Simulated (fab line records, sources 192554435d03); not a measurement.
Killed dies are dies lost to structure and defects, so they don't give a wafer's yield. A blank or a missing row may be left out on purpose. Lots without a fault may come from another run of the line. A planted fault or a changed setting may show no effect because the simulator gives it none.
fab line records | flow n5_finfet | part 1 of 2: steps 1 to 22 of 32
record lots=5 wafers=15 last_day=16
route steps=1938 shown BEOL_M7@1306 BEOL_M8@1332
lots that met no fault: from a run of the same line without faults
start_h: hours from the record's first day to the start of the lot's first wafer shown | wait_h: hours since the lot's step before | " the same as in the row above | L1.1+2: a row that stands for several wafers | - no value, or no start given | * or withheld: withheld | < > ~ a bound
route shown NAME@n: a module of which the file shows steps, and the number in the route of the first | usual: mean/standard deviation of fault-free wafers | same: alike in all rows | chamber/n: place in a boat | sites: the reading at each site | _std_site: their standard deviation | _edge_site: outer sites' mean less inner sites' | radius_mm: how far each site lies from the wafer's centre | mask NAME#n: copy n | behind: the tool/chamber that last shaped the wafer | hold: why the lot was held/for how many hours/how that ended | device: the transistor (n, p or np) that didn't switch | end of line: the same wafers' tests at the end of the route | a step without rows: its recipe alone | killed: dies lost to structure and defects at the first sort, not the wafer's yield | map: a wafer's dies, x killed, . not, _ none there
set.NAME: the setting as run; set.NAME@STEP: as run at that earlier step | model.NAME: the simulator's own value behind a step, which no gauge read
lots at some steps of the route; a table a step, a row a wafer
services: from which hour (start_h, from the record's first day; less than 0 if before it) a tool's chamber was out of use, for how many hours, and why
## steps
# step N5_BEOL_M7_STRIP_76
# recipe chemistry=C4F6/O2 resist=SiARC rf_frequency_hz=6e+07
# columns lot.wafer tool chamber start_h wait_h
L078.2+3+4 rie_diel-04 0,1,2 220.22 0.0
L082.1+4+6 rie_diel-03 1,1,2 235.31 0.0
L088.1+4+6 rie_diel-04 3,1,1 279.66 0.0
L087.1+4+6 rie_diel-02 2,1,2 280.00 0.0
L094.1+3+4 rie_diel-04 2,3,3 313.67 0.0
# step N5_BEOL_M7_STRIP_36
# recipe chemistry=N2/H2 power_w=450 temp_c=40 pressure_mtorr=20 rf_frequency_hz=6e+07 overash_fraction=0.3 bias_power_w=7 h2_frac=0.5 n2_flow_sccm=200 h2_flow_sccm=200
# usual chamber_pressure_mTorr=20.003/0.03 drypump_motor_current_A=5.8/0.5 oes_product_au=0.74/0.074 rf_vpp_V=59.1/1.4 showerhead_plenum_p_Torr=2.52/0.094 throttle_valve_pct=23.58/0.15
# columns lot.wafer tool chamber start_h wait_h chamber_pressure_mTorr drypump_motor_current_A oes_product_au rf_hours_counter_h rf_vpp_V showerhead_plenum_p_Torr throttle_valve_pct
L078.2 rie_diel-04 0 220.23 0.0 20.024 6.3 0.72 224 57.5 2.39 23.74
L078.3 " 1 " " 20.002 6.0 0.72 171 57.5 2.63 23.73
L078.4 " 2 " " 19.992 5.4 0.74 163 60.7 2.53 23.44
L082.1 rie_diel-03 1 235.32 0.0 20.057 6.4 0.70 199 60.4 2.51 23.49
L082.4 " 1 " " 20.045 6.5 0.70 - 57.8 2.51 23.53
L082.6 " 2 " " 20.000 5.3 0.71 - 56.7 2.52 23.76
L088.1 rie_diel-04 3 279.67 0.0 19.989 6.0 0.69 208 59.7 2.61 23.28
L088.4 " 1 " " 20.024 6.1 0.69 188 58.7 2.62 23.78
L088.6 " 1 " " 20.005 6.0 0.71 - 59.8 2.62 23.80
L087.1 rie_diel-02 2 280.01 0.0 20.041 6.1 0.71 191 60.9 2.52 23.41
L087.4 " 1 " " 19.954 6.2 0.74 178 56.8 2.42 23.55
L087.6 " 2 " " 19.994 6.2 0.70 - 58.6 2.52 23.39
L094.1 rie_diel-04 2 313.68 0.0 20.022 5.4 0.73 187 59.0 2.52 23.48
L094.3 " 3 " " 20.017 5.9 0.68 220 56.6 2.61 23.34
L094.4 " 3 " " 20.019 5.9 0.69 - 57.2 2.61 23.29
# step N5_BEOL_M7_TRENCH_ETCH_37
# recipe chemistry=C4F6/O2 target_depth_a=934.78 target=SiCOH_lowk time_s=31.2 ion_energy_ev=250 pressure_mtorr=30 source_w=345 bias_w=185 Ar_flow_sccm=300 C4F6_flow_sccm=10 O2_flow_sccm=10
# usual chamber_pressure_mTorr=29.999/0.028 drypump_motor_current_A=5.8/0.5 oes_product_au=0.74/0.073 rf_vpp_V=666/7.5 showerhead_plenum_p_Torr=2.84/0.1 throttle_valve_pct=20.95/0.16
# columns lot.wafer tool chamber start_h wait_h chamber_pressure_mTorr drypump_motor_current_A oes_product_au rf_hours_counter_h rf_vpp_V showerhead_plenum_p_Torr throttle_valve_pct
L078.2 rie_diel-04 0 - - 30.020 6.3 0.72 224 674 2.72 21.33
L078.3 " 1 " " 30.012 6.0 0.72 171 660 2.95 20.96
L078.4 " 2 " " 29.969 5.4 0.74 163 657 2.84 20.90
L082.1 rie_diel-03 1 - - 29.998 6.5 0.71 199 662 2.80 20.96
L082.4 " 1 " " 30.030 6.5 0.71 - 664 2.80 20.95
L082.6 " 2 " " 30.009 5.3 0.71 - 661 2.81 20.72
L088.1 rie_diel-04 3 - - 29.970 5.9 0.70 208 676 2.95 21.00
L088.4 " 1 " " 30.011 6.0 0.70 188 659 2.94 21.00
L088.6 " 1 " " 29.979 6.0 0.70 - 660 2.94 21.00
L087.1 rie_diel-02 2 - - 30.041 6.2 0.71 191 662 2.81 20.74
L087.4 " 1 " " 30.025 6.2 0.72 178 664 2.73 20.87
L087.6 " 2 " " 30.014 6.1 0.71 - 663 2.81 20.75
L094.1 rie_diel-04 2 - - 30.014 5.4 0.72 187 656 2.83 20.93
L094.3 " 3 " " 30.002 6.0 0.69 220 677 2.94 21.02
L094.4 " 3 " " 30.006 6.0 0.69 - 677 2.94 21.03
# step N5_BEOL_M7_ETCH_41
# recipe chemistry=CH3F/O2 target=SiCN target_depth_a=319 taper_deg=2 time_s=57.8 ion_energy_ev=120 mask_material=TiN pressure_mtorr=30 source_w=395 bias_w=75 Ar_flow_sccm=150 CH3F_flow_sccm=30 O2_flow_sccm=20
# usual chamber_pressure_mTorr=30.001/0.029 drypump_motor_current_A=5.8/0.5 oes_product_au=0.73/0.072 rf_vpp_V=297.2/1.7 showerhead_plenum_p_Torr=1.99/0.073 throttle_valve_pct=16.38/0.16
# columns lot.wafer tool chamber start_h wait_h chamber_pressure_mTorr drypump_motor_current_A oes_product_au rf_hours_counter_h rf_vpp_V showerhead_plenum_p_Torr throttle_valve_pct
L078.2 rie_diel-04 0 - - 29.953 6.4 0.72 224 296.0 1.90 16.71
L078.3 " 1 " " 29.968 6.0 0.72 171 298.7 2.08 16.40
L078.4 " 2 " " 29.990 5.4 0.74 163 296.7 1.99 16.37
L082.1 rie_diel-03 1 - - 30.042 6.5 0.71 199 296.1 1.97 16.46
L082.4 " 1 " " 30.011 6.5 0.71 - 297.4 1.97 16.43
L082.6 " 2 " " 29.953 5.3 0.71 - 297.3 1.98 16.17
L088.1 rie_diel-04 3 - - 29.985 5.9 0.69 208 299.7 2.07 16.43
L088.4 " 1 " " 29.998 6.0 0.71 188 300.0 2.07 16.42
L088.6 " 1 " " 30.043 6.0 0.70 - 299.9 2.07 16.43
L087.1 rie_diel-02 2 - - 29.986 6.1 0.72 191 296.7 1.98 16.23
L087.4 " 1 " " 30.003 6.2 0.73 178 295.5 1.91 16.30
L087.6 " 2 " " 29.987 6.1 0.71 - 297.7 1.98 16.24
L094.1 rie_diel-04 2 - - 30.021 5.4 0.73 188 298.0 1.99 16.40
L094.3 " 3 " " 29.980 6.0 0.68 220 298.5 2.07 16.46
L094.4 " 3 " " 30.012 6.0 0.69 - 299.2 2.07 16.45
# step N5_BEOL_M7_STRIP_80
# recipe chemistry=N2/H2 time_s=10 power_w=450 temp_c=40 pressure_mtorr=20 rf_frequency_hz=6e+07 bias_power_w=7 n2_flow_sccm=200 h2_flow_sccm=200
# usual chamber_pressure_mTorr=19.999/0.018 drypump_motor_current_A=5.8/0.5 oes_product_au=0.73/0.073 rf_vpp_V=59.1/0.87 showerhead_plenum_p_Torr=2.52/0.094 throttle_valve_pct=23.58/0.15
# columns lot.wafer tool chamber start_h wait_h chamber_pressure_mTorr drypump_motor_current_A oes_product_au rf_hours_counter_h rf_vpp_V showerhead_plenum_p_Torr throttle_valve_pct
L078.2 rie_diel-04 0 - - 20.002 6.3 0.72 224 58.4 2.39 23.71
L078.3 " 1 " " 19.981 6.0 0.72 171 59.6 2.63 23.75
L078.4 " 2 " " 20.015 5.4 0.75 163 58.8 2.53 23.45
L082.1 rie_diel-03 1 - - 19.961 6.5 0.71 199 59.6 2.51 23.50
L082.4 " 1 " " 20.000 6.5 0.70 - 59.8 2.51 23.50
L082.6 " 2 " " 19.999 5.3 0.71 - 58.8 2.52 23.75
L088.1 rie_diel-04 3 - - 20.005 6.0 0.69 208 59.5 2.61 23.30
L088.4 " 1 " " 20.004 6.1 0.71 188 59.2 2.63 23.78
L088.6 " 1 " " 20.010 6.1 0.69 - 60.1 2.63 23.77
L087.1 rie_diel-02 2 - - 19.969 6.2 0.71 191 57.7 2.52 23.41
L087.4 " 1 " " 20.005 6.2 0.73 178 59.0 2.42 23.56
L087.6 " 2 " " 20.011 6.2 0.71 - 59.4 2.52 23.40
L094.1 rie_diel-04 2 - - 20.017 5.5 0.72 188 59.9 2.52 23.50
L094.3 " 3 " " 19.973 6.0 0.67 220 59.8 2.61 23.33
L094.4 " 3 " " 19.992 6.0 0.67 - 60.3 2.61 23.30
# step N5_BEOL_M7_OCD_MEAS_38
# usual trench_depth_nm=93.1/1.5
# columns lot.wafer tool chamber start_h wait_h trench_depth_nm
L078.2 ocd-01 - 220.43 - 97.1
L078.3 " - " " 94.9
L078.4 " - " " 93.6
L082.1 ocd-02 - 235.52 - 92.8
L082.4 " - " " 93.2
L082.6 " - " " 92.3
L088.1 ocd-02 - 279.86 - 94.0
L088.4 " - " " 92.8
L088.6 " - " " 92.8
L087.1 ocd-01 - 280.20 - 90.7
L087.4 " - " " 90.6
L087.6 " - " " 91.0
L094.1 ocd-01 - 313.88 - 94.0
L094.3 " - " " 94.1
L094.4 " - " " 93.9
# step N5_BEOL_M7_HM_STRIP_39
# recipe chemistry=peroxide_tin_strip material=TiN target_depth_a=250 temp_c=50 time_s=158
# columns lot.wafer tool chamber start_h wait_h
L078.2+3+4 wet_bench-06 0,5,6 220.46 0.0
L082.1+4+6 wet_bench-04 7,2,6 235.55 0.0
L088.1+4+6 wet_bench-04 4,3,1 279.90 0.0
L087.1+4+6 wet_bench-06 4,2,5 280.24 0.0
L094.1+3+4 wet_bench-01 0,7,5 313.91 0.0
# step N5_BEOL_M7_SRD_40
# recipe time_s=30 temp_c=23 rinse_liquid=diw dry=ipa_marangoni
# columns lot.wafer tool chamber start_h wait_h
L078.2+3+4 wet_bench-06 0,5,6 220.51 0.0
L082.1+4+6 wet_bench-04 7,2,6 235.60 0.0
L088.1+4+6 wet_bench-04 4,3,1 279.94 0.0
L087.1+4+6 wet_bench-06 4,2,5 280.28 0.0
L094.1+3+4 wet_bench-01 0,7,5 313.96 0.0
# step N5_BEOL_M7_PRECLEAN_42
# recipe chemistry=residue_remover time_s=60 temp_c=40
# columns lot.wafer tool chamber start_h wait_h
L078.2+3+4 wet_bench-06 0,5,6 220.53 0.0
L082.1+4+6 wet_bench-04 7,2,6 235.61 0.0
L088.1+4+6 wet_bench-04 4,3,1 279.96 0.0
L087.1+4+6 wet_bench-06 4,2,5 280.30 0.0
L094.1+3+4 wet_bench-01 0,7,5 313.98 0.0
# step N5_BEOL_M7_SRD_43
# recipe time_s=30 temp_c=23 rinse_liquid=diw dry=ipa_marangoni
# columns lot.wafer tool chamber start_h wait_h
L078.2+3+4 wet_bench-06 0,5,6 220.54 0.0
L082.1+4+6 wet_bench-04 7,2,6 235.63 0.0
L088.1+4+6 wet_bench-04 4,3,1 279.98 0.0
L087.1+4+6 wet_bench-06 4,2,5 280.32 0.0
L094.1+3+4 wet_bench-01 0,7,5 313.99 0.0
# step N5_BEOL_M7_CD_MEAS_35
# recipe target_cd_nm=40 polarity=opening
# usual cd_nm=40.3/0.62
# columns lot.wafer tool chamber start_h wait_h cd_nm
L078.2 cd_sem-02 - 220.59 0.0 40.1
L078.3 " - " " 40.0
L078.4 " - " " 40.3
L082.1 cd_sem-01 - 235.67 0.0 41.8
L082.4 " - " " 41.6
L082.6 " - " " 41.0
L088.1 cd_sem-01 - 280.02 0.0 40.6
L088.4 " - " " 40.7
L088.6 " - " " 41.0
L087.1 cd_sem-02 - 280.36 0.0 39.6
L087.4 " - " " 39.6
L087.6 " - " " 39.3
L094.1 cd_sem-02 - 314.03 0.0 40.7
L094.3 " - " " 40.4
L094.4 " - " " 40.7
# step N5_BEOL_M7_CURE_75
# recipe temp_c=370 time_s=120 ambient=DMADMS/He material=SiCOH_lowk
# usual lamp_power_pct=52.31/0.053 wafer_temp_C_max=371.8/0.76
# columns lot.wafer tool chamber start_h wait_h lamp_power_pct wafer_temp_C_max
L078.2 uv_cure-01 2 221.14 0.6 52.31 372.3
L078.3 " 2 " " 52.22 372.2
L078.4 " 2 " " 52.31 371.6
L082.1 uv_cure-03 2 235.75 0.1 52.37 373.1
L082.4 " 2 " " 52.32 372.0
L082.6 " 2 " " 52.34 373.1
L088.1 uv_cure-02 2 280.06 0.0 52.32 371.8
L088.4 " 2 " " 52.38 371.4
L088.6 " 2 " " 52.25 371.3
L087.1 uv_cure-01 0 280.40 0.0 52.36 371.0
L087.4 " 0 " " 52.34 371.0
L087.6 " 0 " " 52.31 370.7
L094.1 uv_cure-01 0 314.08 0.0 52.31 370.8
L094.3 " 0 " " 52.29 371.1
L094.4 " 0 " " 52.35 371.0
# step N5_BEOL_M7_DEGAS_44
# recipe ambient=vacuum temp_c=250 time_s=60
# usual heater_power_w=340/27
# columns lot.wafer tool chamber start_h wait_h heater_power_w
L078.2 pvd_sputter-02 - 222.53 1.3 365
L078.3 " - " " 337
L078.4 " - " " 343
L082.1 pvd_sputter-03 - 236.14 0.3 352
L082.4 " - " " 347
L082.6 " - " " 315
L088.1 pvd_sputter-02 - 280.42 0.3 340
L088.4 " - " " 373
L088.6 " - " " 334
L087.1 pvd_sputter-01 - 280.85 0.4 291
L087.4 " - " " 378
L087.6 " - " " 378
L094.1 pvd_sputter-01 - 314.54 0.4 385
L094.3 " - " " 326
L094.4 " - " " 383
# step N5_BEOL_M7_PRE_CLEAN_45
# recipe gas=H2/He time_s=30 temp_c=250
# usual heater_power_w=341/26
# columns lot.wafer tool chamber start_h wait_h heater_power_w
L078.2 pvd_sputter-02 - 222.57 0.0 352
L078.3 " - " " 337
L078.4 " - " " 355
L082.1 pvd_sputter-03 - 236.18 0.0 355
L082.4 " - " " 352
L082.6 " - " " 310
L088.1 pvd_sputter-02 - 280.46 0.0 342
L088.4 " - " " 370
L088.6 " - " " 341
L087.1 pvd_sputter-01 - 280.89 0.0 297
L087.4 " - " " 366
L087.6 " - " " 376
L094.1 pvd_sputter-01 - 314.58 0.0 384
L094.3 " - " " 316
L094.4 " - " " 380
# step N5_BEOL_M7_ALD_77
# recipe material=TaN target_thk_a=20 temp_c=275 ald_precursor_family=PDMAT ald_co_reactant=NH3 pressure_torr=3 carrier_flow_sccm=1500 pulse_time_s=2 purge_time_s=3 co_reactant_purge_time_s=2 co_reactant_pulse_time_s=3 ald_cycles=40 precursor_vessel_temp_c=75 precursor_vessel_pressure_torr=26.25 precursor_vessel_carrier_sccm=1000
# usual heater_power_w=438/43
# columns lot.wafer tool chamber start_h wait_h heater_power_w
L078.2 ald_metal-02 2 222.69 0.1 476
L078.3 " 0 " " 416
L078.4 " 0 " " 418
L082.1 ald_metal-03 0 236.25 0.0 355
L082.4 " 1 " " 406
L082.6 " 3 " " 393
L088.1 ald_metal-01 1 280.52 0.0 371
L088.4 " 0 " " 507
L088.6 " 2 " " 449
L087.1 ald_metal-02 1 281.01 0.1 398
L087.4 " 0 " " 414
L087.6 " 0 " " 424
L094.1 ald_metal-02 2 314.66 0.1 476
L094.3 " 0 " " 418
L094.4 " 1 " " 413
# step N5_BEOL_M7_SURFACE_TREAT_79
# recipe gas=Ar time_s=* ion_energy_ev=* ion_current_ma_cm2=0.5 pressure_mtorr=* ar_flow_sccm=30
# usual ar_flow_sccm=29.99/0.1 throttle_valve_pct=*
# columns lot.wafer tool chamber start_h wait_h ar_flow_sccm throttle_valve_pct
L078.2 pvd_sputter-02 - 223.11 0.3 29.81 *
L078.3 " - " " 29.87 *
L078.4 " - " " 29.91 *
L082.1 pvd_sputter-01 - 236.54 0.2 30.00 *
L082.4 " - " " 30.03 *
L082.6 " - " " 29.96 *
L088.1 pvd_sputter-01 - 280.81 0.2 30.01 *
L088.4 " - " " 30.05 *
L088.6 " - " " 29.91 *
L087.1 pvd_sputter-01 - 281.42 0.3 30.02 *
L087.4 " - " " 30.15 *
L087.6 " - " " 29.97 *
L094.1 pvd_sputter-02 - 315.02 0.2 29.99 *
L094.3 " - " " 30.12 *
L094.4 " - " " 29.97 *
# step N5_BEOL_M7_CVD_78
# recipe material=Co target_thk_a=20 temp_c=withheld precursor=CCTBA/H2 pressure_torr=30 time_s=142.3
# columns lot.wafer tool chamber start_h wait_h
L078.2+3+4 cvd_co-01 1,0,0 223.17 0.0
L082.1+4+6 cvd_co-01 1,0,2 236.64 0.1
L088.1+4+6 cvd_co-02 0,1,2 280.89 0.1
L087.1+4+6 cvd_co-01 0,0,1 281.48 0.0
L094.1+3+4 cvd_co-01 1,2,1 315.13 0.1
# step N5_BEOL_M7_SPUTTER_48
# recipe material=Cu target_thk_a=100 temp_c=-20 bias_v=60 power_w=26000 chamber_pressure_pa=0.13 time_s=1.667
# usual throttle_valve_pct=30.1/1.2
# columns lot.wafer tool chamber start_h wait_h throttle_valve_pct
L078.2 pvd_sputter-03 - 223.36 0.1 28.5
L078.3 " - " " 30.7
L078.4 " - " " 28.7
L082.1 pvd_sputter-02 - 236.82 0.1 31.1
L082.4 " - " " 30.8
L082.6 " - " " 30.9
L088.1 pvd_sputter-02 - 281.03 0.1 30.9
L088.4 " - " " 30.9
L088.6 " - " " 31.2
L087.1 pvd_sputter-01 - 281.72 0.2 31.7
L087.4 " - " " 29.1
L087.6 " - " " 31.6
L094.1 pvd_sputter-01 - 315.26 0.1 31.3
L094.3 " - " " 29.0
L094.4 " - " " 30.4
# step N5_BEOL_M7_ECD_50
# recipe material=Cu target_thk_a=3000
# columns lot.wafer tool chamber start_h wait_h
L078.2+3+4 ecd_cu-02 1,1,0 223.48 0.1
L082.1+4+6 ecd_cu-01 1,1,0 236.94 0.1
L088.1+4+6 ecd_cu-01 0,1,0 281.14 0.1
L087.1+4+6 ecd_cu-02 0,0,1 281.84 0.1
L094.1+3+4 ecd_cu-01 1,0,1 315.37 0.1
# step N5_BEOL_M7_ANNEAL_51
# recipe temp_c=225 time_s=90 ambient=N2
# usual wafer_temp_C_max=226.17/0.22
# columns lot.wafer tool chamber start_h wait_h wafer_temp_C_max
L078.2 rtp_anneal-01 0 223.62 0.1 225.98
L078.3 " 0 " " 226.02
L078.4 " 0 " " 225.67
L082.1 rtp_anneal-01 0 237.69 0.7 225.93
L082.4 " 0 " " 226.29
L082.6 " 0 " " 225.98
L088.1 rtp_anneal-02 0 281.67 0.5 226.05
L088.4 " 0 " " 226.29
L088.6 " 0 " " 226.50
L087.1 rtp_anneal-02 0 282.21 0.4 226.26
L087.4 " 0 " " 226.69
L087.6 " 0 " " 226.19
L094.1 rtp_anneal-02 0 316.09 0.7 226.15
L094.3 " 0 " " 225.98
L094.4 " 0 " " 225.84
# step N5_BEOL_M7_CMP_52
# recipe stop_on=SiCOH_lowk t_overpolish_s=6.9 down_force_psi=1 platen_rpm=50 clearing_platen_down_force_psi=1.5 clearing_platen_rpm=50 post_cmp_clean=cu_alkaline target_thk_nm=80 clearing_platen_pad_velocity_m_s=0.99484 pad_velocity_m_s=0.99484
# usual barrier_field_endpoint_s=28.9/0.82 edge_zone_pressure_frac=0.999/0.0048 motor_current_A=5.8/0.55 overpolish_run_s=6.900/0.008 time_to_endpoint_s=62/3.7
# columns lot.wafer tool chamber start_h wait_h barrier_field_endpoint_s edge_zone_pressure_frac motor_current_A overpolish_run_s time_to_endpoint_s
L078.4 cmp-03 1 223.87 0.1 28.3 1.004 5.4 6.899 66
L078.3 " 2 " " 27.7 0.995 6.0 6.892 59
L078.2 " 0 " " 28.0 1.005 7.3 6.888 57
L082.1 cmp-02 1 238.13 0.4 29.3 1.000 5.8 6.895 64
L082.4 " 3 " " 29.8 0.998 6.4 6.918 65
L082.6 " 2 " " 29.8 1.005 5.8 6.893 65
L088.1 cmp-03 1 281.97 0.3 29.8 0.997 5.8 6.897 67
L088.4 " 0 " " 28.7 0.997 6.9 6.900 60
L088.6 " 2 " " 29.2 0.991 6.2 6.905 65
L087.1 cmp-02 2 282.53 0.3 27.6 0.995 6.2 6.901 61
L087.4 " 0 " " 29.3 0.993 6.0 6.891 62
L087.6 " 2 " " 29.7 0.994 6.3 6.896 60
L094.1 cmp-04 0 316.93 0.8 29.6 0.998 5.6 6.929 65
L094.3 " 2 " " 29.7 0.993 6.3 6.902 66
L094.4 " 3 " " 30.5 1.005 5.7 6.892 68
# step N5_BEOL_M7_THK_MEAS_53
# recipe thk_meas_gauge=xrf reads=Cu_of_BEOL_M7_ECD_50
# usual M7_THK=79.6/1.9
# columns lot.wafer tool chamber start_h wait_h M7_THK[nm]
L078.2 film_metro-01 - 224.17 - 80.7
L078.3 " - " " 81.5
L078.4 " - " " 81.7
L082.1 film_metro-01 - 238.42 - 79.5
L082.4 " - " " 79.7
L082.6 " - " " 79.7
L088.1 film_metro-01 - 282.27 - 82.0
L088.4 " - " " 78.5
L088.6 " - " " 80.3
L087.1 film_metro-01 - 282.82 - 77.1
L087.4 " - " " 77.4
L087.6 " - " " 77.2
L094.1 film_metro-02 - 317.22 - 80.0
L094.3 " - " " 81.7
L094.4 " - " " 83.3
